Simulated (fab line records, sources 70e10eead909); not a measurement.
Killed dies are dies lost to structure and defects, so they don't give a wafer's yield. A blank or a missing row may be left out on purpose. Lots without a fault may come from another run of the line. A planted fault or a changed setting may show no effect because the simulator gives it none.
Which tool did it? | flow nand_harc | 6 lots, 18 wafers sampled, at 5 steps of a route of 1302

WHAT THE GAUGES READ, wafer by wafer
NHARC_END_SORT_01.
lot  | measured     | on        | killed_short
L998 | day 25 10:31 | prober-02 | 2 1 2
L103 | day 28 01:38 | prober-01 | 1 2 1
L107 | day 29 02:24 | prober-01 | 5 1 1
L115 | day 32 19:57 | prober-01 | 1 1 0

WHICH TOOL RAN EACH LOT (tool, then ch and the chambers of the sampled wafers, then the start)
lot  | NHARC_A_CHANNEL_HOLE_D1_ETCH_25  | NHARC_A_CHANNEL_FILL_D1_ETCHBACK_20 | NHARC_A_CHANNEL_FILL_D1_ALD_25   | NHARC_A_CHANNEL_FILL_D1_ETCHBACK_08
L998 | har_etch-02 ch 0,1, day 9 22:40  | rie_diel-06 ch 1,2,3, day 11 01:41  | ald_hk-02 ch 0,1,3, day 11 13:33 | rie_diel-01 ch 0,1,2, day 11 22:49
L103 | har_etch-02 ch 0,1, day 12 08:22 | rie_diel-01 ch 0,1, day 13 15:08    | ald_hk-03 ch 0,3, day 14 02:57   | rie_diel-01 ch 2,3, day 14 12:13
L107 | har_etch-02 ch 0,1, day 13 13:43 | rie_diel-06 ch 1,2,3, day 14 18:54  | ald_hk-02 ch 2,3, day 15 07:30   | rie_diel-01 ch 0,1,3, day 15 12:28
L112 | har_etch-01 ch 0,1, day 15 21:38 | rie_diel-12 ch 0,1,3, day 17 02:10  | ald_hk-02 ch 0,3, day 17 14:16   | rie_diel-06 ch 1,2, day 17 19:48
L115 | har_etch-01 ch 0,1, day 17 08:34 | rie_diel-01 ch 0,2,3, day 18 11:19  | ald_hk-02 ch 0,3, day 18 23:55   | rie_diel-01 ch 0,1, day 19 04:52
L117 | har_etch-01 ch 0,1, day 18 00:02 | rie_diel-12 ch 2,3, day 19 03:08    | ald_hk-03 ch 0,1, day 19 14:56   | rie_diel-06 ch 0,2,3, day 20 00:16
- NHARC_A_CHANNEL_HOLE_D1_ETCH_25: etches the open film in C4F8/O2/Ar, time 1040.2 s, target depth 1500 nm.
- NHARC_A_CHANNEL_FILL_D1_ETCHBACK_20: etches the open film in C4F8/O2/Ar, target depth 27 nm, time 13.5 s.
- NHARC_A_CHANNEL_FILL_D1_ALD_25: deposits SiOx, target thk 60 nm, pulse time 10 s, ald cycles 600.
- NHARC_A_CHANNEL_FILL_D1_ETCHBACK_08: etches the open film in C4F8, target depth 220 nm, time 110 s.

THE ANSWER, worked out from the rows above alone
Rule: what is usual is taken from the lots themselves. Put in order of their means at a reading, lots are off if they are a third of the lots or fewer, leave a main group of 4 or more, and stand apart from it by a gap of 3 or more times the standard deviation of the main group's means; of several such gaps the widest counts. A main group whose means are all the same, to the digits that the tables above print for the reading, isn't used. A lot without any number at a reading at which 4 lots or more have one is off too. The other lots that the step has rows for count as sound.
No lot is off at any reading shown: from this, nothing can be told.

WHAT THE SIMULATOR HAD PUT IN
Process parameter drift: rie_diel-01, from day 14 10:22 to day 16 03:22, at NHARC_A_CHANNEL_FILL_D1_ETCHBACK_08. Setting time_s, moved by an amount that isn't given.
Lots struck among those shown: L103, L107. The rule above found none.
